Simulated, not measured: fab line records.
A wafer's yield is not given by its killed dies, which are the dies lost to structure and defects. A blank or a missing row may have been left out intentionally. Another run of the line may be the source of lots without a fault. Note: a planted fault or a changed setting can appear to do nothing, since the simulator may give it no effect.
Chamber matching | flow nand_harc | NHARC_A_STAIRCASE_CMP_472 on cmp-02 has 4 sister chambers
The step polishes SiO2. 18 wafers are shown with their chamber, then 9 later ones without.

== WAFERS WITH THEIR CHAMBER ==
wafer  | chamber | motor_current_A (A)
L075.2 | 1       | 11.3
L075.3 | 0       | 12.9
L075.5 | 3       | 12.1
L076.2 | 2       | 11.7
L076.4 | 0       | 13.0
L076.6 | 2       | 11.6
L079.1 | 2       | 11.9
L079.2 | 1       | 11.7
L079.5 | 3       | 12.0
L082.1 | 1       | 11.9
L082.2 | 3       | 11.8
L082.5 | 2       | 11.4
L083.2 | 3       | 12.2
L083.4 | 1       | 12.0
L083.6 | 2       | 11.9
L088.1 | 3       | 12.3
L088.5 | 0       | 13.2
L088.6 | 1       | 11.5

SIGNATURES (means of the wafers above)
reading         | chamber 0 | chamber 1 | chamber 2 | chamber 3 | scatter within a chamber
motor_current_A | 13.033    | 11.680    | 11.700    | 12.080    | 0.224
Rule: a wafer lies at a distance from a chamber equal to the root of the sum of squares, over the readings, of (its reading less the chamber's mean, divided by the reading's scatter). The wafer belongs to the nearest chamber; if the next one is less than 2 further off, it can't be placed. The scatter: take each reading less its chamber's mean, square it, sum over the shown wafers, divide by the number of wafers less the number of chambers, and take the root.

== WAFERS WITH NO CHAMBER GIVEN ==
wafer  | motor_current_A (A)
L093.1 | 12.6
L093.2 | 12.0
L093.4 | 12.6
L097.1 | 12.7
L097.2 | 11.6
L097.3 | 12.9
L097.4 | 11.5
L097.5 | 11.6
L097.6 | 12.9

== CHAMBER TAKEN BY EACH ==
wafer  | from the rows above          | in truth
L093.1 | can't be placed: 0 or 3      | 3
L093.2 | can't be placed: 3 or 2 or 1 | 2
L093.4 | can't be placed: 0 or 3      | 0
L097.1 | can't be placed: 0 or 3      | 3
L097.2 | can't be placed: 1 or 2 or 3 | 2
L097.3 | 0                            | 0
L097.4 | can't be placed: 1 or 2 or 3 | 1
L097.5 | can't be placed: 1 or 2 or 3 | 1
L097.6 | 0                            | 0
Placed correctly: 2 of 9. Can't be placed from these rows: 7 (the true chamber is among the candidates in 7). Placed wrongly: 0.
